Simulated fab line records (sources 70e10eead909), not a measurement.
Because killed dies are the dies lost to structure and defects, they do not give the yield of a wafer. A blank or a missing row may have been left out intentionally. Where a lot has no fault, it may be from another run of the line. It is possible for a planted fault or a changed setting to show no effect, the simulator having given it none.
Which tool is to blame? + flow nand-harc + route of 1159 steps, sampled at 1 step: 15 lots, 42 wafers

WHAT THE GAUGES SHOWED, per wafer
NHARC_A_CHANNEL_HOLE_D1_INSPECT_12.
| lot  | measured     | on                | raw-defect-count |
|------|--------------|-------------------|------------------|
| L982 | day 8 08:10  | defect-inspect-01 | 3 4 3            |
| L983 | day 8 08:58  | defect-inspect-01 | 10 1 9           |
| L984 | day 9 00:28  | defect-inspect-01 | 2 2 3            |
| L985 | day 9 00:55  | defect-inspect-02 | 2 7 4            |
| L988 | day 9 14:26  | defect-inspect-02 | 5 5 2            |
| L992 | day 10 20:23 | defect-inspect-01 | 12 5 8           |
| L994 | day 11 14:32 | defect-inspect-02 | 7 2              |
| L993 | day 11 15:49 | defect-inspect-02 | 8 4              |
| L997 | day 12 04:58 | defect-inspect-02 | 8 8 6            |
| L996 | day 12 05:07 | defect-inspect-02 | 6 5              |
| L999 | day 12 16:02 | defect-inspect-02 | 4 6 1            |
| L101 | day 12 16:12 | defect-inspect-02 | 4 8 3            |
| L103 | day 13 04:51 | defect-inspect-02 | 6 7 2            |
| L102 | day 13 05:58 | defect-inspect-01 | 17 9 3           |
| L105 | day 14 01:16 | defect-inspect-01 | 5 5 6            |

TOOL THAT RAN EACH LOT (tool first, then ch and the chambers of the sampled wafers, then the start)
The record shows no process step preceding these readings.

WHAT THE TOOLS THEMSELVES READ (means of the sampled wafers that have a number; where no wafer has one, the mark that the record gives instead)
The record holds no such reading with a usual standard deviation.

THE ANSWER, worked out from the rows above alone
Rule: what is usual is taken from the lots themselves. Put in order of their means at a reading, lots are off if they are a third of the lots or fewer, leave a main group of 4 or more, and stand apart from it by a gap of 3 or more times the standard deviation of the main group's means; of several such gaps the widest counts. The tables above print the reading to a certain number of digits; a main group whose means all agree to those digits is not used. Also off: a lot with no number at a reading for which 4 or more lots have one. Any other lot the step has rows for is counted as sound. After the gauges, taken in route order, come the tools' own readings; for these a lot's mean is taken, as printed above. The first step at which some lot is off is used, and at that step the reading that is off furthest; a lot without a number counts as furthest.
Across all readings shown, no lot is off: no conclusion can be drawn from this.

WHAT HAD BEEN PUT IN BY THE SIMULATOR
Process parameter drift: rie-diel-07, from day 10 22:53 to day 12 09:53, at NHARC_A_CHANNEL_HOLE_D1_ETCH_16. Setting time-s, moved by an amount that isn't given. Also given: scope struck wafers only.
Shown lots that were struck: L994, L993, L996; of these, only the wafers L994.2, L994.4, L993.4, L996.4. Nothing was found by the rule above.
